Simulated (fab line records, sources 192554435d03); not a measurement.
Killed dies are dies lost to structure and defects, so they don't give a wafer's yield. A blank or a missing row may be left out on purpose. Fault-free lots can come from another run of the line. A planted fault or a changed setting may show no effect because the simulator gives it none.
Split-lot experiment | flow n5 finfet | route with 1938 steps; 7 lots, 21 wafers read

== ABOUT THE SPLIT ==
At N5_DUMMY_GATE_COAT_34 (time 60 s, resist thk 60 nm), the setting spin rpm was moved away from the recipe's 1500 rpm on 7 of the 21 wafers read, by -10.5% to +8.1%. For the rest of the wafers, this setting stayed at what the recipe calls for.

== FROM THE SPLIT TO THE READING: what the file shows between them, 9 steps ==
- N5_DUMMY_GATE_COAT_09: resist thk 30 nm (also split here: spin rpm)
- N5_DUMMY_GATE_EBR_11
- N5_DUMMY_GATE_SOFTBAKE_10: time 60 s
- N5_DUMMY_GATE_ETCH_29: etches underlayer in N2/H2, target depth 13 nm
- N5_DUMMY_GATE_ETCH_36: etches SiARC in CF4, target depth 13 nm
- N5_DUMMY_GATE_ETCH_37: etches SOC in N2/H2, target depth 60 nm, overetch 30 nm
- N5_DUMMY_GATE_STRIP_38: strips in N2/H2
- N5_DUMMY_GATE_STRIP_39: strips in N2/H2
- N5_DUMMY_GATE_STRIP_40: strips in CF4

== THE READING ==
SOC_of_DUMMY_GATE_COAT_34.thk nm (the simulator's own value, which no gauge read), in nm, at N5_DUMMY_GATE_ETCH_31 (etches SiO2 in C4F6/O2, target depth 82.5 nm, time 27.5 s). No usual value for it is given in the file. Across the 14 wafers here that went through the recipe, the average is 51.9 nm and the standard deviation 0.29 nm.

wafer  | tool, chamber at the split | spin rpm as run, rpm | against the recipe | SOC_of_DUMMY_GATE_COAT_34.thk nm, nm | against lot-mates on the recipe
L083.2 | litho track-04, 0          | 1500                 | recipe             | 52.2                                 | -
L083.5 | litho track-04, 0          | 1500                 | recipe             | 52.4                                 | -
L083.6 | litho track-04, 0          | 1500                 | recipe             | 51.8                                 | -
L084.2 | litho track-05, 0          | 1500                 | recipe             | 51.4                                 | -
L084.5 | litho track-05, 0          | 1500                 | recipe             | 51.4                                 | -
L084.4 | litho track-05, 0          | 1384                 | -7.7%              | 54.2                                 | +2.8
L086.1 | litho track-04, 0          | 1500                 | recipe             | 52                                   | -
L086.4 | litho track-04, 0          | 1500                 | recipe             | 51.8                                 | -
L086.6 | litho track-04, 0          | 1500                 | recipe             | 51.8                                 | -
L089.1 | litho track-02, 0          | 1500                 | recipe             | 51.8                                 | -
L089.4 | litho track-02, 0          | 1621                 | +8.1%              | 49.8                                 | -2.0
L089.5 | litho track-02, 0          | 1621                 | +8.1%              | 49.8                                 | -2.0
L091.1 | litho track-04, 0          | 1343                 | -10.5%             | 55.4                                 | +3.2
L091.2 | litho track-04, 0          | 1500                 | recipe             | 52.2                                 | -
L091.3 | litho track-04, 0          | 1500                 | recipe             | 52.2                                 | -
L093.1 | litho track-05, 0          | 1401                 | -6.6%              | 53.2                                 | +1.2
L093.4 | litho track-05, 0          | 1401                 | -6.6%              | 53.8                                 | +1.8
L093.6 | litho track-05, 0          | 1500                 | recipe             | 52                                   | -
L096.4 | litho track-05, 0          | 1500                 | recipe             | 51.6                                 | -
L096.5 | litho track-05, 0          | 1500                 | recipe             | 51.8                                 | -
L096.6 | litho track-05, 0          | 1384                 | -7.7%              | 54.6                                 | +2.9

THE FIT
A straight line over all 21 wafers: SOC_of_DUMMY_GATE_COAT_34.thk nm changes by -0.29 nm for each +1% of spin rpm; r = -0.97; the points scatter about the line by 0.33 nm.
The same after taking each lot's own level away (the mean of its wafers on the recipe; 21 wafers): -0.287 nm for each +1%; r = -0.98; scatter 0.3 nm.
The reading moves by 3 nm for the largest change in spin rpm, on that fit.
Measured against the standard deviation above, the lots' own levels, which go from 51.40 to 52.20 nm, span 2.8 times it.
The two slopes are in agreement: the lot-to-lot level therefore moves the slope only a little.
Check: for one of the wafers moved furthest among these (-10.5%), held out of the fit, the line's prediction against its lot-mates is +3.02 nm. It came out at +3.2 nm against them.

== OTHER SPLITS APPLIED TO THESE WAFERS ==
These wafers also went through other splits before the reading. Each is held against what the fit with the lots' levels taken away leaves over:
other split on the same wafers           | wafers away from the commonest value | r with SOC_of_DUMMY_GATE_COAT_34.thk nm (lot level and that fit taken away)
N5_ZERO_LAYER_PECVD_02 time s            | 3                                    | +0.21
N5_ZERO_LAYER_DEVELOP_10 develop time s  | 8                                    | +0.40
N5_PMOS_HMC_CHANNEL_EPI_HM_DEP_34 time s | 4                                    | +0.14
N5_PMOS_HMC_CHANNEL_EPI_COAT_31 spin rpm | 5                                    | +0.16
N5_FIN_SAQP_COAT_68 spin rpm             | 7                                    | +0.07
N5_DUMMY_GATE_COAT_09 spin rpm           | 8                                    | +0.20

== THE WHOLE CHAIN: every reading that the file lists as answering this split, in the file's order ==
step                  | what it does                                              | reading                                                                           | change (the file's fit)               | r (the file's)
N5_DUMMY_GATE_COAT_34 | time 60 s, resist thk 60 nm                               | SOC_of_DUMMY_GATE_COAT_34.thk nm (the simulator's own value, which no gauge read) | -0.304 nm for each +1% of the setting | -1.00
N5_DUMMY_GATE_ETCH_37 | etches SOC in N2/H2, target depth 60 nm, overetch 30 nm   | etch.depth nm (the simulator's own value, which no gauge read)                    | -0.304 nm for each +1% of the setting | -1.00
N5_DUMMY_GATE_ETCH_31 | etches SiO2 in C4F6/O2, target depth 82.5 nm, time 27.5 s | SOC_of_DUMMY_GATE_COAT_34.thk nm (the simulator's own value, which no gauge read) | -0.307 nm for each +1% of the setting | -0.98

== FILE'S OWN FIT ==
SOC_of_DUMMY_GATE_COAT_34.thk nm changes by -0.307 nm for each +1% of spin rpm, r = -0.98.
